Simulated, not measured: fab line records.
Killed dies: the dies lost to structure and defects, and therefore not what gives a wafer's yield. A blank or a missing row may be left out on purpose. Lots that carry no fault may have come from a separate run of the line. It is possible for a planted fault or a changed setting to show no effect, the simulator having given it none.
Problem report in the 8D (eight disciplines) form, filled by code -- flow n5 finfet -- the parts of the form that need people (team, actions taken, sign-off) are left out

== 1. WHAT WENT WRONG ==
raw defect count at N5_FIN_SAQP_INSPECT_18 reads a mean of 1746 on 2 wafers of 2 lots; wafers without a fault read 434 with a standard deviation of 130. That puts it +10 standard deviations away from the usual mean.
The step: inspects for defects (brightfield).
Seen first at day 4 04:07 on defect inspect-01, wafer L589.2. The record holds 21 wafers of 7 lots with a number at this step. Rule for "out", or "out of limits": more than 4 standard deviations from the usual mean. All remaining wafers that have a number are taken as sound.

== 2. WHAT IT IS; WHAT IT IS NOT ==
question,is,is not
which readings at this step,raw defect count,-
which lots,"L589, L594","L580, L588, L597, L598, L602"
which wafers of those lots,"L589.2, L594.3","L589.1, L589.3, L594.4, L594.5"
read on which gauges,defect inspect-01,defect inspect-02
when,from day 4 04:07,"up to then (8 sound wafers); but 11 sound wafers of L594, L597, L598, L602 came after"

== 3. THE SUSPECTS, EACH WITH WHAT RULES IT OUT ==
Counting: if a tool at a process step up to the reading ran every lot that is out, it stays a suspect. Sound lots after the first of them don't rule it out here, since some wafers of a struck lot are sound.
- the gauge at N5_FIN_SAQP_INSPECT_18 is ruled out. All the wafers that are out were read on defect inspect-01, but those of them that N5_FIN_CUT_INSPECT_10 has rows for are out there too, on other tools.
- ald sin-04 at N5_FIN_SAQP_ALD_61 (deposits SiO2, target thk 4 nm, pulse time 1 s, purge time 2 s): kept. Every lot that is out went through it, the first being L589 (day 4 02:58); the last sound lot it ran before that was L588 (day 3 22:53).
- pecvd-03 at N5_FIN_SAQP_PECVD_47 (deposits a-Si from SiH4/He, target thk 45 nm, time 36.3 s): kept. Every lot that is out went through it, the first being L589 (day 4 03:31); the last sound lot it ran before that was L588 (day 3 23:30).
- Within ald sin-04 at N5_FIN_SAQP_ALD_61: the wafers that are out ran in chamber 1; their sound lot-mates ran in chambers 0, 2, 3.
What counting leaves: ald sin-04 at N5_FIN_SAQP_ALD_61 and pecvd-03 at N5_FIN_SAQP_PECVD_47.

== 4. THE CAUSE (what the simulator had put in) ==
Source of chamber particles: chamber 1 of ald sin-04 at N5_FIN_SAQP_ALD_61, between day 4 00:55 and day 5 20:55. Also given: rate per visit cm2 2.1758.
2 suspects survive the count, and this tool is in that group.

== 5. THE CHAIN OF EFFECTS, in route order ==
Each row: a reading whose mean over the struck wafers that have a number lies more than 3 standard deviations from the usual. Readings are gone through only where the record gives a usual standard deviation; hours: the median, over the lots, of the time from a lot's start at the first step in this table giving one to that lot's start at this step; sigmas: the change measured in usual standard deviations.
hours,step,reading,usual,on struck wafers,change,sigmas
0,N5_FIN_SAQP_INSPECT_18,raw defect count,434,1746,+1312,+10
4,N5_FIN_SAQP_INSPECT_40,raw defect count,213,1562,+1350,+22
5,N5_FIN_CUT_INSPECT_10,raw defect count,39,1424,+1386,+99 or more
6,N5_FIN_CUT_INSPECT_17,raw defect count,215,1546,+1330,+23
256,N5_PASSIVATION_PROBE_49,defect limited yield,91.0 %,80.2,-10.8,-7.7
256,N5_PASSIVATION_PROBE_49,killed at front end,41,168,+127,+12
256,N5_PASSIVATION_PROBE_49,killed dies,106,233,+127,+7.9
256,N5_PASSIVATION_PROBE_49,killed on rim,13,34,+21,+5.2
256,N5_PASSIVATION_PROBE_49,sort_bin_5_function,5.3 %,11.3,+6.0,+6.7
256,N5_PASSIVATION_PROBE_49,sort n pass,1070,947,-123,-4.4
256,N5_PASSIVATION_PROBE_49,sort yield pct,90.7 %,80.2,-10.5,-4.4
Here are the process steps it includes:
- N5_PASSIVATION_PROBE_49
At these later measuring or inspecting steps, every struck wafer for which the step has a row has a number for every such reading, and none has moved that far: N5_BEOL_M4_RC_MEAS_101.

== 6. WHAT WOULD HAVE CAUGHT IT SOONER ==
3 hours passed between the start of the fault at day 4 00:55 and the first reading out of limits at a measuring or inspecting step in this record, taken at day 4 04:07.
Of the tool readings at N5_FIN_SAQP_ALD_61 for which the record gives a usual standard deviation, none was out on any struck wafer, so an alarm limit of 4 standard deviations on them would not have fired.
Lots out: 2; of these, L594 started N5_FIN_SAQP_ALD_61 on ald sin-04 after day 4 04:07. Had the tool been put on hold then, it would have been spared.
